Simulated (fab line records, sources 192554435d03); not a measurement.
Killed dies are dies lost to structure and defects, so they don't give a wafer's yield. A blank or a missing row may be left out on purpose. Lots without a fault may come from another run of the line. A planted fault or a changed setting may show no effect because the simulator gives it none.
Chamber matching | flow n5_finfet | N5_STI_FIN_REVEAL_ALD_00 on ald_sin-03: 4 sister chambers
The step deposits SiO2, target thk 1 nm, pulse time 1 s. 4 wafers are shown with their chamber, then 8 later ones without.

WAFERS WITH THEIR CHAMBER
wafer  | chamber | heater_power_w (W)
L084.2 | 3       | 519
L084.4 | 0       | 446
L084.5 | 2       | 441
L089.3 | 1       | 444

WAFERS WITHOUT THEIR CHAMBER
wafer  | heater_power_w (W)
L089.4 | 436
L089.6 | 442
L096.2 | 454
L096.4 | 457
L096.6 | 447
L097.2 | 446
L097.3 | 453
L097.4 | 522

WHICH CHAMBER EACH WENT THROUGH
wafer  | from the rows above          | in truth
L089.4 | can't be placed: 2 or 1 or 0 | 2
L089.6 | can't be placed: 2 or 1 or 0 | 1
L096.2 | can't be placed: 0 or 1 or 2 | 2
L096.4 | can't be placed: 0 or 1 or 2 | 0
L096.6 | can't be placed: 0 or 1 or 2 | 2
L097.2 | can't be placed: 0 or 1 or 2 | 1
L097.3 | can't be placed: 0 or 1 or 2 | 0
L097.4 | 3                            | 3
Placed correctly: 1 of 8. Can't be placed from these rows: 7 (the true chamber is among the candidates in 7). Placed wrongly: 0.
How it was worked out, from the rows above alone: a wafer's distance from a chamber is the root of the sum, over the readings, of the square of ((its reading less the chamber's mean) divided by the reading's scatter). The wafer belongs to the nearest chamber; if the next one is less than 2 further off, it can't be placed. A chamber's mean is the mean of its shown wafers. The scatter: with one shown wafer a chamber, the root of the mean of the squares of how far each hidden wafer lies from its nearest shown one.
